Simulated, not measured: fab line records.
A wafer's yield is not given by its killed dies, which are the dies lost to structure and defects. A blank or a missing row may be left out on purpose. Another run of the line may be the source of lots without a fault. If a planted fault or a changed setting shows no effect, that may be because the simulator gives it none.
Lot-split experiment    flow n5-finfet    on a route of 1938 steps: 7 lots, 21 wafers read

ABOUT THE SPLIT
At N5_BEOL_M6_STRIP_19 (strips in O2), the setting temp-c was moved away from the recipe's 40 C on 5 of the 21 wafers read, by -7.5% to +6.2%. This setting was run at the recipe's value on the other wafers.

No step appears in the file between the split and the reading.

THE READING
SiARC_of_BEOL_M6_COAT_64.thk-nm (the simulator's own value, which no gauge read), in nm, at N5_BEOL_M6_ETCH_66 (etches SOC in N2/H2, target depth 80 nm, overetch 16 nm, time 120 s). No usual value for it is given in the file. Across the 16 wafers here that went through the recipe, the average is 6.4 nm and the standard deviation 0.43 nm.

wafer   tool, chamber at the split  temp-c as run, C  against the recipe  SiARC_of_BEOL_M6_COAT_64.thk-nm, nm  against lot-mates on the recipe
L075.1  rie-diel-04, 0,3,0          40                recipe              6.4                                  -
L075.5  rie-diel-04, 0,3,0          40                recipe              5.6                                  -
L075.6  rie-diel-04, 0,3,0          40                recipe              5.8                                  -
L077.2  rie-diel-04, 3              41.72             +4.3%               6.4                                  -1.0
L077.4  rie-diel-04, 2              40                recipe              7.4                                  -
L077.5  rie-diel-04, 3              41.72             +4.3%               6.4                                  -1.0
L081.2  rie-diel-02, 3,1,0          40                recipe              6.4                                  -
L081.4  rie-diel-02, 3,1,0          40                recipe              6.2                                  -
L081.6  rie-diel-02, 3,1,0          40                recipe              6.6                                  -
L090.4  rie-diel-02, 1,0,1          40                recipe              6.4                                  -
L090.5  rie-diel-02, 1,0,1          40                recipe              6.4                                  -
L090.6  rie-diel-02, 1,0,1          40                recipe              6.6                                  -
L091.3  rie-diel-02, 1              40                recipe              6.2                                  -
L091.5  rie-diel-02, 2,1            37                -7.5%               7.6                                  +1.4
L091.6  rie-diel-02, 2,1            37                -7.5%               7.4                                  +1.2
L092.1  rie-diel-04, 0,1            40                recipe              6.8                                  -
L092.3  rie-diel-04, 3              42.5              +6.2%               5.2                                  -1.5
L092.4  rie-diel-04, 0,1            40                recipe              6.6                                  -
L093.1  rie-diel-02, 3,2,0          40                recipe              6                                    -
L093.3  rie-diel-02, 3,2,0          40                recipe              6.6                                  -
L093.6  rie-diel-02, 3,2,0          40                recipe              5.8                                  -
Rows listing several chambers each stand for several wafers; the file does not say which wafer went through which chamber.

THE FIT
A straight line over all 21 wafers: SiARC_of_BEOL_M6_COAT_64.thk-nm changes by -0.127 nm for each +1% of temp-c; r = -0.67; the points scatter about the line by 0.44 nm.
The same after taking each lot's own level away (the mean of its wafers on the recipe; 21 wafers): -0.199 nm for each +1%; r = -0.94; scatter 0.23 nm.
That fit puts the effect of the largest move of temp-c on the reading at 1.5 nm.
Across the lots, their own levels run from 5.93 to 7.40 nm, a range of 3.4 times the standard deviation given above.
So the lot-to-lot level blurs the effect unless lot-mates are compared.
Check: for one of the wafers moved furthest among these (-7.5%), held out of the fit, the line's prediction against its lot-mates is +1.47 nm. It came out at +1.4 nm against them.

THESE WAFERS: OTHER SPLITS
Before the reading, these wafers also passed through other splits. Each is held against what the fit with the lots' levels taken away leaves over:
other split on the same wafers  wafers away from the commonest value  r with SiARC_of_BEOL_M6_COAT_64.thk-nm (lot level and that fit taken away)
N5_BEOL_M5_EXPOSE_08 dose-mj    10                                    +0.24
N5_BEOL_M6_ETCH_62 bias-w       5                                     +0.10

FILE'S OWN FIT
SiARC_of_BEOL_M6_COAT_64.thk-nm changes by -0.206 nm for each +1% of temp-c, r = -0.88.
